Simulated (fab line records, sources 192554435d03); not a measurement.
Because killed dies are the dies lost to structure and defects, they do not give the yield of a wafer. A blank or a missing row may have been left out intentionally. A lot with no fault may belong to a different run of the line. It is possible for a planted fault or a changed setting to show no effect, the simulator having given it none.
Lot-split experiment    flow n5-finfet    on a route of 1938 steps: 7 lots, 39 wafers read

THE SPLIT
At N5_SDB_CUT_ETCH_26 (etches Si in HBr/Cl2/O2, target depth 129.6 nm, bt time 20 s, time 51.8 s), the setting target-depth-a was moved away from the recipe's 1296 angstrom on 12 of the 39 wafers read, by -59.5% to +56.6%. For the rest of the wafers, this setting stayed at what the recipe calls for.

The reading is taken at the split's own step.

THE READING
SiNx_of_SDB_HM_DEP_00.thk-nm (the simulator's own value, which no gauge read), in nm, at N5_SDB_CUT_ETCH_26 (etches Si in HBr/Cl2/O2, target depth 129.6 nm, bt time 20 s, time 51.8 s). There is no usual value for it anywhere in the file. Here, 27 wafers ran the recipe; their average is 21.7 nm with a standard deviation of 0.77 nm.

wafer   tool, chamber at the split  target-depth-a as run, angstrom  against the recipe  SiNx_of_SDB_HM_DEP_00.thk-nm, nm  against lot-mates on the recipe
L076.3  rie-si-06, 2                1296                             recipe              22.6                              -
L076.5  rie-si-06, 0                1296                             recipe              21.6                              -
L076.6  rie-si-06, 3                1296                             recipe              21.6                              -
L077.1  rie-si-06, 3                1296                             recipe              21.4                              -
L077.2  rie-si-06, 2                1296                             recipe              22.8                              -
L077.3  rie-si-06, 0                1296                             recipe              21.2                              -
L077.4  rie-si-06, 1                1296                             recipe              22                                -
L077.5  rie-si-06, 0                1296                             recipe              23                                -
L077.6  rie-si-06, 1                1296                             recipe              22.4                              -
L083.1  rie-si-01, 2                2030                             +56.6%              12                                -8.7
L083.2  rie-si-01, 1                1296                             recipe              21.4                              -
L083.3  rie-si-01, 0                1296                             recipe              19.8                              -
L083.4  rie-si-01, 3                2030                             +56.6%              13                                -7.7
L083.5  rie-si-01, 0                1296                             recipe              20.8                              -
L083.6  rie-si-01, 3                2030                             +56.6%              12.2                              -8.5
L088.1  rie-si-06, 0                1296                             recipe              21.2                              -
L088.2  rie-si-06, 3                688.4                            -46.9%              29.2                              +7.7
L088.3  rie-si-06, 1                1296                             recipe              21.2                              -
L088.4  rie-si-06, 2                1296                             recipe              22.2                              -
L088.5  rie-si-06, 0                688.4                            -46.9%              29.4                              +7.9
L088.6  rie-si-06, 1                688.4                            -46.9%              29.6                              +8.1
L095.1  rie-si-01, 2                1296                             recipe              21.4                              -
L095.2  rie-si-01, 1                1296                             recipe              21.4                              -
L095.3  rie-si-01, 0                1296                             recipe              21.4                              -
L095.4  rie-si-01, 3                1296                             recipe              22.2                              -
L095.5  rie-si-01, 2                1296                             recipe              22.4                              -
L095.6  rie-si-01, 3                1296                             recipe              21.6                              -
L096.1  rie-si-01, 3                524.8                            -59.5%              30.6                              +9.6
L096.2  rie-si-01, 2                1296                             recipe              20                                -
L096.3  rie-si-01, 1                524.8                            -59.5%              31.2                              +10.2
L096.4  rie-si-01, 0                524.8                            -59.5%              31.2                              +10.2
L096.5  rie-si-01, 3                1296                             recipe              21.4                              -
L096.6  rie-si-01, 0                1296                             recipe              21.6                              -
L097.1  rie-si-03, 1                1867                             +44.1%              14.6                              -7.6
L097.2  rie-si-03, 3                1296                             recipe              21.4                              -
L097.3  rie-si-03, 2                1867                             +44.1%              15.8                              -6.4
L097.4  rie-si-03, 1                1867                             +44.1%              15.4                              -6.8
L097.5  rie-si-03, 2                1296                             recipe              22.2                              -
L097.6  rie-si-03, 3                1296                             recipe              23                                -

FIT RESULTS
A straight line over all 39 wafers: SiNx_of_SDB_HM_DEP_00.thk-nm changes by -0.158 nm for each +1% of target-depth-a; r = -0.99; the points scatter about the line by 0.72 nm.
The same after taking each lot's own level away (the mean of its wafers on the recipe; 39 wafers): -0.16 nm for each +1%; r = -0.99; scatter 0.59 nm.
The reading moves by 9.5 nm for the largest change in target-depth-a, on that fit.
The span of the lots' own levels, 20.67 to 22.20 nm, comes to 2.0 times the standard deviation stated above.
So the lot-to-lot level changes the slope little: the two slopes agree.
Check: with one of the wafers moved furthest among these (-59.5%) left out of the fit, the line predicts +9.63 nm for it against its lot-mates. Against them it came out at +9.6 nm.

FURTHER SPLITS ON THESE WAFERS
Other splits were also applied to these wafers ahead of the reading. Each is held against what the fit with the lots' levels taken away leaves over:
other split on the same wafers        wafers away from the commonest value  r with SiNx_of_SDB_HM_DEP_00.thk-nm (lot level and that fit taken away)
N5_ZERO_LAYER_ETCH_18 target-depth-a  12                                    +0.20
N5_FIN_SAQP_ETCH_65 time-s            18                                    -0.11

THE WHOLE CHAIN: every reading that the file lists as answering this split, in the file's order
step                what it does                                                               reading                                                                        change (the file's fit)               r (the file's)
N5_SDB_CUT_ETCH_26  etches Si in HBr/Cl2/O2, target depth 129.6 nm, bt time 20 s, time 51.8 s  SDB.feature-depth-nm (the simulator's own value, which no gauge read)          +1.33 nm for each +1% of the setting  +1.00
N5_SDB_CUT_ETCH_26  etches Si in HBr/Cl2/O2, target depth 129.6 nm, bt time 20 s, time 51.8 s  etch.depth-nm (the simulator's own value, which no gauge read)                 +1.33 nm for each +1% of the setting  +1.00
N5_SDB_CUT_ETCH_26  etches Si in HBr/Cl2/O2, target depth 129.6 nm, bt time 20 s, time 51.8 s  SiNx_of_SDB_HM_DEP_00.thk-nm (the simulator's own value, which no gauge read)  -0.16 nm for each +1% of the setting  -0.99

THE FILE'S OWN FIT
SiNx_of_SDB_HM_DEP_00.thk-nm changes by -0.16 nm for each +1% of target-depth-a, r = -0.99.
